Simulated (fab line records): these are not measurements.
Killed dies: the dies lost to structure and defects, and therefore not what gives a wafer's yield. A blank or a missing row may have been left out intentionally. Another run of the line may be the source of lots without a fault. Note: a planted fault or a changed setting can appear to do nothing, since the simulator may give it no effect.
fab line records	flow n5_finfet
[record] lots = 10	wafers = 29	last_day = 18
route steps=1938 shown BEOL_M4@1089 PASSIVATION@1936
lots that met no fault: taken from a fault-free run of the same line
start_h: start of the lot's first displayed wafer, in hours after the record's first day	wait_h: how many hours have passed since the lot's step before this one	" the same as in the row above	L1.1+2: several wafers, shown together as one row	- no value present, or no start provided	* or withheld: withheld	< > ~ a bound
route shown NAME@n: names a module that has steps shown in the file, with the first one's number in the route	usual: mean/standard deviation of fault-free wafers	same: alike in all rows	chamber/n: place in a boat	sites: the reading at each site	_std_site: the values' standard deviation	_edge_site: mean of outer sites minus mean of inner sites	radius_mm: how far each site lies from the wafer's centre	mask NAME#n: copy n	behind: the most recent tool/chamber to have shaped the wafer	hold: the reason the lot was held/the length of the hold in hours/how it ended	device: which transistor (n, p or np) failed to switch	end of line: tests run on the same wafers once the route is complete	a step given without rows: its recipe and nothing more	killed: dies lost to structure and defects at the first sort, not the wafer's yield	map: a wafer's dies, x killed, . not, _ none there
set.NAME: the setting as run; set.NAME@STEP: as run at that earlier step	model.NAME: the simulator's own value behind a step, which no gauge read
route steps across a sampled set of lots; one table per step, one row per wafer
services: from which hour (start_h, from the record's first day; less than 0 if before it) a tool's chamber was out of use, for how many hours, and why
[[steps]]
[step N5_BEOL_M4_ANNEAL_82]
[recipe] temp_c = 400	time_s = 240	ambient = vacuum
[usual] heater_power_w = 828/54	susceptor_temp_C = 399.96/0.23
lot.wafer	tool	chamber	start_h	wait_h	heater_power_w	susceptor_temp_C
L532.2	pvd_sputter-03	-	189.20	0.0	828	400.16
L532.4	"	-	"	"	853	400.03
L532.5	"	-	"	"	728	400.26
L534.1	pvd_sputter-01	-	195.06	0.0	893	399.64
L534.2	"	-	"	"	794	400.01
L534.4	"	-	"	"	690	400.29
L537.2	pvd_sputter-03	-	204.12	0.0	849	399.84
L537.4	"	-	"	"	737	399.87
L537.6	"	-	"	"	857	399.91
L539.1	pvd_sputter-01	-	241.20	0.0	857	400.04
L539.2	"	-	"	"	673	399.60
L540.1	pvd_sputter-02	-	241.60	0.0	828	400.00
L540.4	"	-	"	"	863	400.24
L540.5	"	-	"	"	875	399.93
L541.2	pvd_sputter-01	-	248.89	0.0	800	399.69
L541.4	"	-	"	"	864	400.01
L541.5	"	-	"	"	858	399.99
L543.2	pvd_sputter-03	-	260.71	0.0	852	399.84
L543.4	"	-	"	"	724	399.87
L543.5	"	-	"	"	862	400.31
L553.2	pvd_sputter-03	-	307.13	0.0	853	399.73
L553.3	"	-	"	"	840	399.87
L553.5	"	-	"	"	868	400.02
L552.1	pvd_sputter-02	-	310.31	0.0	829	400.17
L552.3	"	-	"	"	812	399.92
L552.6	"	-	"	"	875	399.84
L551.1	pvd_sputter-02	-	332.30	0.0	831	400.38
L551.3	"	-	"	"	814	399.99
L551.5	"	-	"	"	869	399.75
[step N5_BEOL_M4_ANNEAL_91]
[recipe] temp_c = 400	time_s = 240	ambient = vacuum
[usual] heater_power_w = 827/54	susceptor_temp_C = 400.04/0.25
lot.wafer	tool	chamber	start_h	wait_h	heater_power_w	susceptor_temp_C
L532.2	pvd_sputter-03	-	189.86	0.0	892	400.17
L532.4	"	-	"	"	875	399.71
L532.5	"	-	"	"	728	400.14
L534.1	pvd_sputter-01	-	195.72	0.0	912	399.85
L534.2	"	-	"	"	799	400.05
L534.4	"	-	"	"	697	400.05
L537.2	pvd_sputter-03	-	204.78	0.0	855	400.14
L537.4	"	-	"	"	740	399.98
L537.6	"	-	"	"	859	400.09
L539.1	pvd_sputter-01	-	241.86	0.0	846	399.96
L539.2	"	-	"	"	688	400.68
L540.1	pvd_sputter-02	-	242.26	0.0	842	400.66
L540.4	"	-	"	"	832	399.89
L540.5	"	-	"	"	879	399.63
L541.2	pvd_sputter-01	-	249.55	0.0	791	399.87
L541.4	"	-	"	"	849	399.79
L541.5	"	-	"	"	842	400.05
L543.2	pvd_sputter-03	-	261.37	0.0	849	399.99
L543.4	"	-	"	"	719	400.07
L543.5	"	-	"	"	841	400.00
L553.2	pvd_sputter-03	-	307.84	0.0	867	399.97
L553.3	"	-	"	"	856	400.21
L553.5	"	-	"	"	855	400.05
L552.1	pvd_sputter-02	-	310.97	0.0	827	400.13
L552.3	"	-	"	"	799	400.06
L552.6	"	-	"	"	861	400.26
L551.1	pvd_sputter-02	-	333.04	0.0	814	399.94
L551.3	"	-	"	"	802	399.70
L551.5	"	-	"	"	844	400.14
[step N5_BEOL_M4_CMP_52]
[recipe] stop_on = SiOC	t_overpolish_s = 6.8	down_force_psi = 1	platen_rpm = 50	clearing_platen_down_force_psi = 1.5	clearing_platen_rpm = 50	post_cmp_clean = cu_alkaline	target_thk_nm = 40	clearing_platen_pad_velocity_m_s = 0.99484	pad_velocity_m_s = 0.99484
[usual] barrier_field_endpoint_s = 25.0/0.7	motor_current_A = 5.9/0.49	overpolish_run_s = 6.800/0.0089	time_to_endpoint_s = 64/3.5
lot.wafer	tool	chamber	start_h	wait_h	barrier_field_endpoint_s	motor_current_A	overpolish_run_s	time_to_endpoint_s
L532.2	cmp-04	1	190.94	0.2	24.1	5.9	6.806	62
L532.4	"	0	"	"	25.1	5.8	6.789	65
L532.5	"	2	"	"	25.0	6.2	6.810	71
L534.2	cmp-03	2	196.83	0.2	24.8	6.6	6.795	62
L534.1	"	3	"	"	24.7	5.7	6.809	64
L534.4	"	0	"	"	24.7	5.9	6.791	61
L537.2	cmp-01	2	205.89	0.2	25.2	5.9	6.801	68
L537.4	"	0	"	"	25.3	5.1	6.804	66
L537.6	"	2	"	"	25.2	6.1	6.780	68
L539.1	cmp-01	0	242.93	0.3	24.4	5.3	6.807	60
L539.2	"	2	"	"	25.1	5.8	6.796	65
L540.4	cmp-01	1	243.49	0.1	41.2	4.8	0.049	81
L540.1	"	3	"	"	24.9	6.4	6.799	59
L540.5	"	1	"	"	25.6	5.1	6.797	64
L541.2	cmp-01	1	250.64	0.2	41.2	5.2	0.037	82
L541.4	"	0	"	"	41.2	5.2	0.041	81
L541.5	"	1	"	"	24.9	4.8	6.800	66
L543.2	cmp-01	1	262.52	0.3	41.2	5.0	0.037	82
L543.4	"	2	"	"	41.2	6.1	0.040	82
L543.5	"	0	"	"	25.4	5.3	6.787	63
L553.2	cmp-03	0	309.05	0.3	25.7	6.3	6.789	68
L553.3	"	1	"	"	26.1	6.3	6.808	68
L553.5	"	3	"	"	26.1	5.5	6.788	64
L552.1	cmp-04	3	312.04	0.3	25.0	6.0	6.817	68
L552.3	"	2	"	"	24.5	6.5	6.798	67
L552.6	"	3	"	"	25.4	5.8	6.791	69
L551.1	cmp-04	2	334.16	0.3	26.5	6.2	6.817	67
L551.3	"	1	"	"	23.9	5.8	6.792	58
L551.5	"	3	"	"	25.7	5.8	6.802	68
[step N5_BEOL_M4_THK_MEAS_53]
[recipe] thk_meas_gauge = xrf	reads = Cu_of_BEOL_M4_ECD_50
[usual] M4_THK = 40.6/2.1
lot.wafer	tool	chamber	start_h	wait_h	M4_THK[nm]
L532.2	film_metro-01	-	191.23	-	38.5
L532.4	"	-	"	"	38.0
L532.5	"	-	"	"	40.0
L534.1	film_metro-02	-	197.09	-	40.1
L534.2	"	-	"	"	40.3
L534.4	"	-	"	"	43.4
L537.2	film_metro-02	-	206.15	-	39.8
L537.4	"	-	"	"	38.2
L537.6	"	-	"	"	38.7
L539.1	film_metro-01	-	243.23	-	38.3
L539.2	"	-	"	"	41.5
L540.1	film_metro-01	-	243.78	-	39.2
L540.4	"	-	"	"	145.4
L540.5	"	-	"	"	41.6
L541.2	film_metro-02	-	250.93	-	147.5
L541.4	"	-	"	"	155.2
L541.5	"	-	"	"	42.3
L543.2	film_metro-01	-	262.74	-	144.4
L543.4	"	-	"	"	145.1
L543.5	"	-	"	"	39.8
L553.2	film_metro-02	-	309.27	-	39.7
L553.3	"	-	"	"	42.6
L553.5	"	-	"	"	40.2
L552.1	film_metro-01	-	312.34	-	40.3
L552.3	"	-	"	"	42.2
L552.6	"	-	"	"	42.6
L551.1	film_metro-01	-	334.45	-	43.0
L551.3	"	-	"	"	36.9
L551.5	"	-	"	"	43.9
[step N5_BEOL_M4_DEP_57]
[recipe] material = SiCN	target_thk_a = 80	temp_c = withheld	precursor = 3MS/NH3	pressure_torr = 3	rf_w = 202	time_s = 14
[usual] chamber_pressure_Torr = 3.000/0.0055	rf_fwd_power_W = 199.6/1.1	showerhead_plenum_p_Torr = 3.661/0.01	throttle_valve_pct = 9.0/0.47
lot.wafer	tool	chamber	start_h	wait_h	chamber_pressure_Torr	rf_fwd_power_W	showerhead_plenum_p_Torr	since_wet_clean_h	throttle_valve_pct
L532.2	pecvd-02	1	191.43	0.0	2.991	201.2	3.661	1439	9.1
L532.4	"	0	"	"	2.997	199.5	3.645	-	8.8
L532.5	"	1	"	"	3.001	202.0	3.665	-	8.9
L534.1	pecvd-04	1	197.32	0.0	3.001	199.8	3.653	1626	9.0
L534.2	"	2	"	"	3.006	197.9	3.650	117	8.8
L534.4	"	1	"	"	3.002	200.7	3.650	-	8.6
L537.2	pecvd-02	1	206.35	0.0	2.991	200.5	3.661	1454	8.8
L537.4	"	1	"	"	2.996	201.3	3.671	-	8.8
L537.6	"	1	"	"	2.995	201.6	3.672	-	9.3
L539.1	pecvd-02	2	243.44	0.0	3.001	198.3	3.674	12	8.3
L539.2	"	1	"	"	3.003	201.3	3.685	1491	8.9
L540.1	pecvd-03	2	243.98	0.0	3.006	199.6	3.666	375	8.7
L540.4	"	0	"	"	2.997	198.4	3.648	-	9.4
L540.5	"	2	"	"	2.999	200.0	3.662	-	8.9
L541.2	pecvd-03	2	251.13	0.0	2.998	199.7	3.666	382	8.5
L541.4	"	0	"	"	3.000	198.8	3.660	-	9.3
L541.5	"	2	"	"	2.993	199.0	3.671	-	9.0
L543.2	pecvd-03	0	262.93	0.0	3.000	198.8	3.649	1148	9.6
L543.4	"	1	"	"	3.001	199.8	3.657	-	9.7
L543.5	"	0	"	"	2.997	199.7	3.644	-	9.7
L553.2	pecvd-02	0	309.46	0.0	3.003	200.6	3.643	832	9.0
L553.3	"	2	"	"	3.000	198.2	3.669	78	8.3
L553.5	"	2	"	"	3.006	197.1	3.678	-	8.6
L552.1	pecvd-04	1	312.53	0.0	3.013	200.9	3.657	1741	8.7
L552.3	"	0	"	"	3.001	198.3	3.659	352	8.6
L552.6	"	2	"	"	3.003	197.6	3.656	-	9.2
L551.1	pecvd-03	2	334.65	0.0	3.004	199.5	3.672	466	9.0
L551.3	"	0	"	"	3.000	198.3	3.644	1220	9.6
L551.5	"	1	"	"	2.998	199.5	3.654	-	10.0
[step N5_BEOL_M4_INSPECT_59]
[recipe] inspect_instrument = darkfield	mode = post_dep
[usual] raw_defect_count = 64/19
lot.wafer	tool	chamber	start_h	wait_h	raw_defect_count
L532.2	defect_inspect-01	-	191.52	0.0	43
L532.4	"	-	"	"	51
L532.5	"	-	"	"	76
L534.1	defect_inspect-01	-	197.41	0.0	60
L534.2	"	-	"	"	74
L534.4	"	-	"	"	70
L537.2	defect_inspect-01	-	206.46	0.0	67
L537.4	"	-	"	"	29
L537.6	"	-	"	"	61
L539.1	defect_inspect-01	-	243.55	0.0	153
L539.2	"	-	"	"	99
L540.1	defect_inspect-01	-	244.07	0.0	68
L540.4	"	-	"	"	4935
L540.5	"	-	"	"	75
L541.2	defect_inspect-01	-	251.22	0.0	4900
L541.4	"	-	"	"	4999
L541.5	"	-	"	"	57
L543.2	defect_inspect-01	-	263.02	0.0	4934
L543.4	"	-	"	"	4920
L543.5	"	-	"	"	97
L553.2	defect_inspect-01	-	309.55	0.0	54
L553.3	"	-	"	"	62
L553.5	"	-	"	"	47
L552.1	defect_inspect-02	-	312.62	0.0	52
L552.3	"	-	"	"	30
L552.6	"	-	"	"	65
L551.1	defect_inspect-01	-	334.74	0.0	54
L551.3	"	-	"	"	81
L551.5	"	-	"	"	48
[step N5_BEOL_M4_RC_MEAS_101]
[usual] DIBL_N = 36.7/2.6	DIBL_P = 36.9/2.8	IOFF_N = 0.17/0.043	IOFF_P = 0.22/0.05	ION_N = 678/15	ION_P = 465/9.2	SS_N = 71.6/0.79	SS_P = 73.5/0.82	VT_N = 250/3.9	VT_P = -250/3.7
lot.wafer	tool	chamber	start_h	wait_h	DIBL_N[mV/V]	DIBL_P[mV/V]	IOFF_N[nA/um]	IOFF_P[nA/um]	ION_N[uA/um]	ION_P[uA/um]	SS_N[mV/dec]	SS_P[mV/dec]	VT_N[mV]	VT_P[mV]
L532.2	prober-02	0	191.70	0.2	36.1	37.0	0.16	0.18	697	466	71.5	73.2	248	-254
L532.4	"	0	"	"	35.9	36.4	0.14	0.17	662	446	71.6	73.2	254	-255
L532.5	"	0	"	"	37.1	37.0	0.16	0.17	690	459	71.8	74.1	251	-257
L534.1	prober-01	0	197.44	0.0	35.0	34.6	0.14	0.17	680	466	70.4	72.9	250	-253
L534.2	"	0	"	"	36.3	36.8	0.15	0.19	682	467	71.4	72.9	250	-254
L534.4	"	0	"	"	37.1	37.3	0.18	0.20	694	468	71.7	72.9	247	-253
L537.2	prober-01	0	206.64	0.2	36.4	36.8	0.16	0.20	671	461	71.3	73.1	248	-251
L537.4	"	0	"	"	41.1	42.8	0.24	0.29	679	458	73.3	75.0	247	-247
L537.6	"	0	"	"	37.8	37.5	0.17	0.21	667	454	72.0	73.9	253	-251
L539.1	prober-01	0	243.57	0.0	35.4	34.6	0.13	0.16	672	455	70.6	72.9	254	-257
L539.2	"	0	"	"	34.8	34.0	0.13	0.15	676	458	71.0	72.4	254	-257
L540.1	prober-02	0	244.10	0.0	34.7	35.9	0.16	0.22	691	481	70.7	73.3	249	-248
L540.5	"	0	"	"	33.6	34.4	0.13	0.19	671	462	70.6	72.3	253	-251
L541.5	prober-02	0	251.86	0.6	40.8	41.0	0.22	0.31	681	464	72.1	75.0	249	-243
L543.5	prober-02	0	263.67	0.6	34.1	35.4	0.14	0.17	674	464	70.1	72.3	248	-256
L553.2	prober-02	0	309.73	0.2	36.5	37.1	0.14	0.20	683	469	71.2	73.3	255	-253
L553.3	"	0	"	"	39.4	40.4	0.18	0.25	673	464	71.8	74.1	252	-251
L553.5	"	0	"	"	36.1	36.5	0.13	0.18	667	456	71.5	72.9	253	-253
L552.1	prober-01	0	312.65	0.0	31.9	32.4	0.11	0.16	661	461	70.0	73.0	254	-252
L552.3	"	0	"	"	35.5	36.8	0.16	0.20	670	451	71.8	73.0	248	-249
L552.6	"	0	"	"	32.5	32.3	0.11	0.15	652	453	70.7	71.9	254	-255
L551.1	prober-01	0	334.76	0.0	36.3	36.2	0.13	0.19	660	460	71.8	73.1	254	-255
L551.3	"	0	"	"	38.8	39.3	0.18	0.23	690	476	71.4	73.8	248	-250
L551.5	"	0	"	"	40.2	40.5	0.20	0.26	685	469	72.3	73.9	248	-250
[step N5_PASSIVATION_PROBE_49]
[usual] defect_limited_yield = 91.0/1.4	killed_at_M0_to_M3 = 36/9.6	killed_at_M4_up = 14/6.1	killed_at_contacts = 13/6.6	killed_at_front_end = 40/11	killed_at_other = 3.2/2.9	killed_dies = 106/17	killed_on_rim = 14/3.9	killed_open = 71/12	killed_short = 33/7.3	sort_bin_5_function = 5.3/1	sort_bin_6_memory = 3.4/0.68	sort_n_pass = 1073/19	sort_yield_pct = 91.0/1.6
[same] gross_dies = 1180	killed_at_back_side = 0	sort_bin_4_leakage[%] = 0	sort_bin_8_speed[%] = 0
lot.wafer	tool	chamber	start_h	wait_h	defect_limited_yield[%]	killed_at_M0_to_M3	killed_at_M4_up	killed_at_contacts	killed_at_front_end	killed_at_other	killed_dies	killed_on_rim	killed_open	killed_short	sort_bin_5_function[%]	sort_bin_6_memory[%]	sort_n_pass	sort_yield_pct[%]
L534.1	prober-02	-	302.80	0.0	91.4	47	16	7	28	4	102	15	76	26	5.3	3.2	1078	91.4
L534.2	prober-02	-	302.85	0.1	90.2	24	29	6	49	8	116	17	77	32	5.8	3.6	1064	90.2
L534.4	prober-02	-	302.95	0.2	92.6	30	8	10	35	4	87	11	53	33	4.6	2.7	1093	92.6
L537.2	prober-02	-	311.77	0.1	89.1	29	22	22	49	7	129	19	87	34	6.4	4.4	1051	89.1
L537.4	prober-02	-	311.87	0.2	92.1	26	8	12	40	7	93	7	58	34	4.0	3.4	1087	92.1
L537.6	prober-02	-	311.97	0.3	90.6	30	23	13	40	5	111	9	75	29	6.5	2.8	1069	90.6
L539.1	prober-02	-	346.84	0.0	91.9	36	19	1	38	2	96	10	59	37	3.7	3.7	1084	91.9
L539.2	prober-02	-	346.89	0.1	90.1	39	10	6	55	7	117	22	79	33	6.4	3.1	1063	90.1
L540.1	prober-02	-	348.04	0.0	92.4	30	12	24	23	1	90	9	68	22	4.4	2.9	1090	92.4
L540.4	prober-02	-	348.19	0.2	0	32	1078	25	41	4	1180	152	72	41	5.2	4.2	0	0
L540.5	prober-02	-	348.24	0.2	91.5	20	18	24	36	2	100	13	68	30	5.0	3.1	1080	91.5
L541.2	prober-02	-	357.74	0.4	0	40	1087	7	32	14	1180	152	64	33	5.2	2.9	0	0
L541.4	prober-02	-	357.84	0.5	0	47	1050	11	54	18	1180	152	84	46	6.4	4.7	0	0
L541.5	prober-02	-	357.89	0.6	91.5	27	8	24	36	5	100	17	68	32	4.5	3.8	1080	91.5
L543.2	prober-02	-	365.99	0.1	0	45	1080	16	37	2	1180	152	73	40	6.6	2.7	0	0
L543.4	prober-02	-	366.09	0.2	0	40	1096	12	30	2	1180	152	51	48	4.7	3.3	0	0
L543.5	prober-02	-	366.14	0.2	90.0	34	20	23	33	8	118	17	81	35	6.5	3.1	1062	90.0
L552.1	prober-01	-	425.14	0.0	90.6	43	5	10	51	2	111	13	76	34	5.3	3.9	1069	90.6
L552.3	prober-01	-	425.24	0.1	92.6	32	11	13	27	4	87	9	62	22	4.2	3.0	1093	92.6
L552.6	prober-01	-	425.39	0.3	93.0	23	11	21	28	0	83	6	64	18	4.1	2.8	1097	93.0
L551.1	prober-02	-	443.20	0.1	92.0	48	8	9	27	2	94	9	72	22	4.8	2.9	1086	92.0
L551.3	prober-02	-	443.30	0.2	88.9	68	10	3	46	4	131	14	91	38	5.8	5.0	1049	88.9
L551.5	prober-02	-	443.40	0.3	92.9	24	16	7	35	2	84	6	54	28	4.3	2.5	1096	92.9
// killed by level:class
L534.1 BEOL_M1:geometric_particle:open=13 BEOL_M3:geometric_particle:open=11 STI_FIN_REVEAL:geometric_particle:open=8 BEOL_M4:geometric_particle:open=7 MOL_CONTACT_COAG:geometric_particle:open=5 BEOL_M0_SAQP:geometric_particle:short=5 BEOL_M2:geometric_particle:open=5 GATE_CUT:geometric_particle:short=4
L534.2 BEOL_M4:geometric_particle:open=17 FIN_SAQP:geometric_particle:open=14 BEOL_M2:geometric_particle:open=14 FIN_SAQP:geometric_particle:short=8 STI_FIN_REVEAL:geometric_particle:open=7 DUMMY_GATE:geometric_particle:open=4 GATE_CUT:geometric_particle:short=4 MOL_CONTACT_COAG:geometric_particle:open=4
L534.4 FIN_SAQP:geometric_particle:open=8 FIN_SAQP:geometric_particle:short=8 MOL_CONTACT_COAG:geometric_particle:open=7 BEOL_M2:geometric_particle:open=6 BEOL_M0_SAQP:geometric_particle:short=6 STI_FIN_REVEAL:geometric_particle:open=5 BEOL_M0_SAQP:geometric_particle:open=5 BEOL_M3:geometric_particle:open=4
L537.2 MOL_CONTACT_COAG:geometric_particle:open=16 BEOL_M4:geometric_particle:open=14 FIN_SAQP:geometric_particle:open=9 BEOL_M2:geometric_particle:open=8 FIN_SAQP:geometric_particle:short=7 STI_FIN_REVEAL:geometric_particle:open=7 BEOL_M3:geometric_particle:open=7 MOL_CONTACT_COAG:geometric_particle:short=6
L537.4 STI_FIN_REVEAL:geometric_particle:open=14 MOL_CONTACT_COAG:geometric_particle:open=9 BEOL_M3:geometric_particle:open=6 GATE_CUT:geometric_particle:short=5 BEOL_M3:geometric_particle:short=5 BEOL_M0_SAQP:geometric_particle:open=4 STARTING-WAFER:geometric_particle:open=4 STARTING-WAFER:geometric_particle:short=4
L537.6 FIN_SAQP:geometric_particle:open=12 MOL_CONTACT_COAG:geometric_particle:open=11 BEOL_M2:geometric_particle:open=9 STI_FIN_REVEAL:geometric_particle:open=8 BEOL_M4:geometric_particle:open=8 FIN_SAQP:geometric_particle:short=7 BEOL_M3:geometric_particle:open=6 BEOL_M1:geometric_particle:open=5
L539.1 BEOL_M3:geometric_particle:open=11 BEOL_M4:geometric_particle:open=11 BEOL_M0_SAQP:geometric_particle:open=9 BEOL_M0_SAQP:geometric_particle:short=6 BEOL_M2:geometric_particle:open=5 STI_FIN_REVEAL:geometric_particle:open=4 DUMMY_GATE:geometric_particle:short=4 SPACER0:geometric_particle:short=4
L539.2 FIN_SAQP:geometric_particle:open=19 BEOL_M0_SAQP:geometric_particle:open=9 FIN_SAQP:geometric_particle:short=8 BEOL_M3:geometric_particle:open=8 DUMMY_GATE:geometric_particle:open=6 MOL_CONTACT_COAG:geometric_particle:open=6 BEOL_M2:geometric_particle:open=6 BEOL_M1:geometric_particle:open=5
L540.1 MOL_CONTACT_COAG:geometric_particle:open=16 MOL_CONTACT_COAG:geometric_particle:short=8 BEOL_M0_SAQP:geometric_particle:open=8 STI_FIN_REVEAL:geometric_particle:open=7 BEOL_M3:geometric_particle:open=7 BEOL_M2:geometric_particle:open=6 BEOL_M0_SAQP:geometric_particle:short=4 BEOL_M4:geometric_particle:open=4
L540.4 BEOL_M4:area_cmp=1067 MOL_CONTACT_COAG:geometric_particle:open=23 FIN_SAQP:geometric_particle:short=11 BEOL_M0_SAQP:geometric_particle:open=7 FIN_SAQP:geometric_particle:open=6 BEOL_M3:geometric_particle:open=6 DUMMY_GATE:geometric_particle:open=5 BEOL_M0_SAQP:geometric_particle:short=5
L540.5 MOL_CONTACT_COAG:geometric_particle:open=20 FIN_SAQP:geometric_particle:short=8 BEOL_M4:geometric_particle:open=5 BEOL_M2:geometric_particle:open=5 DUMMY_GATE:geometric_particle:open=4 BEOL_M0:geometric_particle:open=4 MOL_CONTACT_COAG:geometric_particle:short=4 STARTING-WAFER:geometric_particle:short=4
L541.2 BEOL_M4:area_cmp=1083 BEOL_M3:geometric_particle:open=9 FIN_SAQP:geometric_particle:short=8 BEOL_M0_SAQP:geometric_particle:open=8 BEOL_M2:geometric_particle:open=8 STI_FIN_REVEAL:geometric_particle:open=6 MOL_CONTACT_COAG:geometric_particle:open=6 GATE_CUT:geometric_particle:short=5
L541.4 BEOL_M4:area_cmp=1046 STI_FIN_REVEAL:geometric_particle:open=20 BEOL_M1:geometric_particle:open=10 MOL_CONTACT_COAG:geometric_particle:open=9 BEOL_M2:geometric_particle:open=8 BEOL_M3:geometric_particle:open=8 MIM_BOT:geometric_particle:short=7 BEOL_M0_SAQP:geometric_particle:short=5
L541.5 MOL_CONTACT_COAG:geometric_particle:open=18 BEOL_M0_SAQP:geometric_particle:short=9 BEOL_M3:geometric_particle:open=8 FIN_SAQP:geometric_particle:open=7 MOL_CONTACT_COAG:geometric_particle:short=6 STI_FIN_REVEAL:geometric_particle:open=4 DUMMY_GATE:geometric_particle:open=4 ILD0:geometric_particle:open=4
L543.2 BEOL_M4:area_cmp=1066 BEOL_M3:geometric_particle:open=13 MOL_CONTACT_COAG:geometric_particle:open=11 BEOL_M1:geometric_particle:open=11 GATE_CUT:geometric_particle:short=9 BEOL_M0_SAQP:geometric_particle:short=9 FIN_SAQP:geometric_particle:short=6 BEOL_M0_SAQP:geometric_particle:open=6
L543.4 BEOL_M4:area_cmp=1081 BEOL_M0_SAQP:geometric_particle:short=12 GATE_CUT:geometric_particle:short=7 MOL_CONTACT_COAG:geometric_particle:open=7 BEOL_M0_SAQP:geometric_particle:open=7 BEOL_M4:geometric_particle:open=7 MOL_CONTACT_COAG:geometric_particle:short=5 ILD0:geometric_particle:short=5
L543.5 MOL_CONTACT_COAG:geometric_particle:open=16 BEOL_M2:geometric_particle:open=13 STI_FIN_REVEAL:geometric_particle:open=9 BEOL_M4:geometric_particle:open=9 MOL_CONTACT_COAG:geometric_particle:short=7 BEOL_M0_SAQP:geometric_particle:short=6 FIN_SAQP:geometric_particle:open=4 BEOL_M0_SAQP:geometric_particle:open=4
L552.1 BEOL_M2:geometric_particle:open=21 STI_FIN_REVEAL:geometric_particle:open=19 MOL_CONTACT_COAG:geometric_particle:open=8 FIN_SAQP:geometric_particle:open=7 FIN_SAQP:geometric_particle:short=7 GATE_CUT:geometric_particle:short=5 STARTING-WAFER:geometric_particle:short=5 BEOL_M0_SAQP:geometric_particle:short=4
L552.3 MOL_CONTACT_COAG:geometric_particle:open=10 BEOL_M0_SAQP:geometric_particle:open=9 BEOL_M2:geometric_particle:open=8 BEOL_M4:geometric_particle:open=7 STI_FIN_REVEAL:geometric_particle:open=5 DUMMY_GATE:geometric_particle:open=5 BEOL_M1:geometric_particle:open=5 MOL_CONTACT_COAG:geometric_particle:short=3
L552.6 MOL_CONTACT_COAG:geometric_particle:open=16 FIN_SAQP:geometric_particle:open=7 STI_FIN_REVEAL:geometric_particle:open=7 BEOL_M2:geometric_particle:open=7 BEOL_M0_SAQP:geometric_particle:open=5 MOL_CONTACT_COAG:geometric_particle:short=5 BEOL_M1:geometric_particle:open=5 BEOL_M4:geometric_particle:open=4
L551.1 BEOL_M2:geometric_particle:open=18 BEOL_M1:geometric_particle:open=15 STI_FIN_REVEAL:geometric_particle:open=12 BEOL_M0_SAQP:geometric_particle:open=6 MOL_CONTACT_COAG:geometric_particle:open=5 BEOL_M4:geometric_particle:open=5 GATE_CUT:geometric_particle:short=4 MOL_CONTACT_COAG:geometric_particle:short=4
L551.3 BEOL_M1:geometric_particle:open=19 BEOL_M0_SAQP:geometric_particle:open=14 GATE_CUT:geometric_particle:open=12 BEOL_M2:geometric_particle:open=11 STI_FIN_REVEAL:geometric_particle:open=9 BEOL_M0_SAQP:geometric_particle:short=8 BEOL_M4:geometric_particle:open=6 GATE_CUT:geometric_particle:short=6
L551.5 GATE_CUT:geometric_particle:short=7 BEOL_M0_SAQP:geometric_particle:short=6 MOL_CONTACT_COAG:geometric_particle:open=6 BEOL_M4:geometric_particle:open=6 BEOL_M1:geometric_particle:open=5 BEOL_M2:geometric_particle:open=5 FIN_SAQP:geometric_particle:open=4 DUMMY_GATE:geometric_particle:open=4
[[services]]
tool	chamber	start_h	hours	kind
pecvd-03	2	172.74	5.0	scheduled_down
cmp-04	-	180.86	1.3	repair
cmp-01	-	182.47	3.7	repair
cmp-04	-	191.16	5.8	pm
pecvd-04	-	197.69	1.0	repair
pecvd-02	2	202.38	-	clean
pecvd-02	2	202.38	-	consumable_replace:showerhead
cmp-03	-	203.28	10.6	pm
cmp-01	-	210.77	4.0	pm
cmp-01	-	214.77	-	consumable_replace:conditioner
cmp-01	-	214.77	-	consumable_replace:pad
pecvd-03	-	227.89	0.2	repair
cmp-03	-	231.85	4.0	pm
cmp-03	-	235.85	9.1	pm
pecvd-04	-	253.36	2.4	repair
pecvd-02	-	260.38	0.8	repair
cmp-04	-	261.59	1.2	repair
pecvd-03	2	277.72	2.1	scheduled_down
pvd_sputter-01	-	302.54	1.3	repair
cmp-04	-	315.22	1.1	repair
cmp-01	-	322.34	1.7	repair
cmp-04	-	325.38	1.0	repair
pecvd-03	-	325.45	6.0	pm
pvd_sputter-01	-	331.05	9.3	repair
[[key]]
[first_sign] step = N5_BEOL_M4_CMP_52	reading = overpolish_run_s	direction = down	sigmas = 99+	usual = 6.800	struck = 0.041
[effect] step = N5_BEOL_M4_CMP_52	reading = barrier_field_endpoint_s	direction = up	sigmas = 23	usual = 25.0	struck = 41.2
[effect] step = N5_BEOL_M4_THK_MEAS_53	reading = M4_THK	direction = up	sigmas = 52	usual = 40.6	struck = 147.5
[effect] step = N5_BEOL_M4_INSPECT_59	reading = raw_defect_count	direction = up	sigmas = 99+	usual = 64	struck = 4938
[effect] step = N5_PASSIVATION_PROBE_49	reading = killed_at_M4_up	direction = up	sigmas = 99+	usual = 14	struck = 1078
[more_kills_born_at] N5_BEOL_M4_CMP_52@cmp-01 = 5343
met_at N5_BEOL_M4_CMP_52
struck_lots L540,L541,L543
struck_wafers L540.4,L541.2,L541.4,L543.2,L543.4
later_rows_left_out L540.4,L541.2,L541.4,L543.2,L543.4
not_acting_at N5_BEOL_M4_ANNEAL_82,N5_BEOL_M4_ANNEAL_91,N5_BEOL_M4_DEP_57
onset_between 242.93 243.49
[fault] kind = process_parameter_drift	tool = cmp-01	chamber = -	onset_h = 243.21	steps = N5_BEOL_M4_CMP_52	channel = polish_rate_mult	offset = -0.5	shape = step	end_h = 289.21	scope = struck_wafers_only
// later_rows_left_out: the simulator's readings of these wafers behind a module that went badly wrong aren't trusted and aren't shown, but for the sort
